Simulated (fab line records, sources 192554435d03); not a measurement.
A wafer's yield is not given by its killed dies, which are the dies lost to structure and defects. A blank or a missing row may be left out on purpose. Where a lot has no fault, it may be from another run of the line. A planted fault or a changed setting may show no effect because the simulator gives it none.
8D (eight disciplines) problem report, filled in by code | flow n5Finfet | the parts of the form that need people (team, actions taken, sign-off) are left out

1. WHAT WENT WRONG
Wafers without a fault read 384, standard deviation 92; rawDefectCount at N5_BEOL_M4_INSPECT_13 reads a mean of 1271 on 6 wafers belonging to 2 lots. Measured from the usual mean, that is +9.6 standard deviations.
The step: inspects for defects (brightfield).
First observed at day 11 19:31: wafer L802.2, on defectInspect-02. Wafers with a number at this step in the record: 27, from 9 lots. Rule for "out", or "out of limits": more than 4 standard deviations from the usual mean. All remaining wafers that have a number are taken as sound.

2. WHAT IT IS, AND WHAT IT ISN'T
question                    | is                     | is not
which readings at this step | rawDefectCount         | -
which lots                  | L802, L803             | L786, L789, L790, L792, L795, L801, L808
which wafers of those lots  | all that have a number | -
read on which gauges        | defectInspect-02       | defectInspect-01
when                        | from day 11 19:31      | up to then (18 sound wafers); but 3 sound wafers of L808 came after

3. THE SUSPECTS, EACH WITH WHAT RULES IT OUT
Counting: a tool at any process step up to the reading remains a suspect when it ran all the lots that are out and ran no sound lot after the first of those.
- the gauge at N5_BEOL_M4_INSPECT_13 is ruled out. All the wafers that are out were read on defectInspect-02, but those of them that N5_PASSIVATION_PROBE_49 has rows for are out there too, on other tools.
- cvdCo-01 at N5_BEOL_M3_PRE_CLEAN_60 (time 15 s): kept. It processed each lot that is out, first L802 at day 11 15:58, and no sound lot thereafter; up to then, the last sound lot it processed was L795 at day 9 23:26.
- pvdSputter-01 at N5_BEOL_M4_HM_DEP_02 (deposits TiN, target thk 20 nm): kept. It processed each lot that is out, first L802 at day 11 18:55, and no sound lot thereafter; up to then, the last sound lot it processed was L801 at day 11 09:10.
The count leaves pvdSputter-01 at N5_BEOL_M4_HM_DEP_02 and cvdCo-01 at N5_BEOL_M3_PRE_CLEAN_60.

4. THE CAUSE (what the simulator had put in)
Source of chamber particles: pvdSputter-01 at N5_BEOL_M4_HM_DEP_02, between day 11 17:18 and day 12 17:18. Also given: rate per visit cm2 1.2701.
This tool is one of the 2 suspects left after counting.

5. THE EFFECT CHAIN, in route order
Rows list readings where the struck wafers' mean (over those with a number) sits beyond 3 standard deviations from the usual. Only readings for which the record gives a usual standard deviation are gone through. hours: the time from each lot's start at the first step in this table that gives one to its start at this step, as a median over the lots. sigmas: the change in usual standard deviations.
hours | step                    | reading             | usual  | on struck wafers | change | sigmas
0     | N5_BEOL_M4_INSPECT_13   | rawDefectCount      | 384    | 1271             | +887   | +9.6
131   | N5_PASSIVATION_PROBE_49 | defectLimitedYield  | 90.9 % | 80.9             | -10.0  | -6.7
131   | N5_PASSIVATION_PROBE_49 | killed_at_M4_up     | 13     | 140              | +127   | +23
131   | N5_PASSIVATION_PROBE_49 | killedDies          | 108    | 225              | +117   | +6.5
131   | N5_PASSIVATION_PROBE_49 | sort_bin_5_function | 5.4 %  | 11.8             | +6.3   | +6.3
131   | N5_PASSIVATION_PROBE_49 | sortNPass           | 1072   | 955              | -117   | -6.5
131   | N5_PASSIVATION_PROBE_49 | sortYieldPct        | 90.9 % | 80.9             | -10.0  | -6.7
Here are the process steps it includes:
- N5_PASSIVATION_PROBE_49
At these later measuring or inspecting steps, every struck wafer for which the step has a row has a number for every such reading, and none has moved that far: N5_BEOL_M4_RC_MEAS_101.

6. WHAT WOULD HAVE CAUGHT IT SOONER
The first out-of-limits reading at a measuring or inspecting step in this record came at day 11 19:31, 2 hours after the fault's start at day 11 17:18.
Of the tool readings at N5_BEOL_M4_HM_DEP_02 for which the record gives a usual standard deviation, none was out on any struck wafer, so an alarm limit of 4 standard deviations on them would not have fired.
Lots out: 2; of these, L803 started N5_BEOL_M4_HM_DEP_02 on pvdSputter-01 after day 11 19:31. It would have been spared by a hold on the tool at that moment.
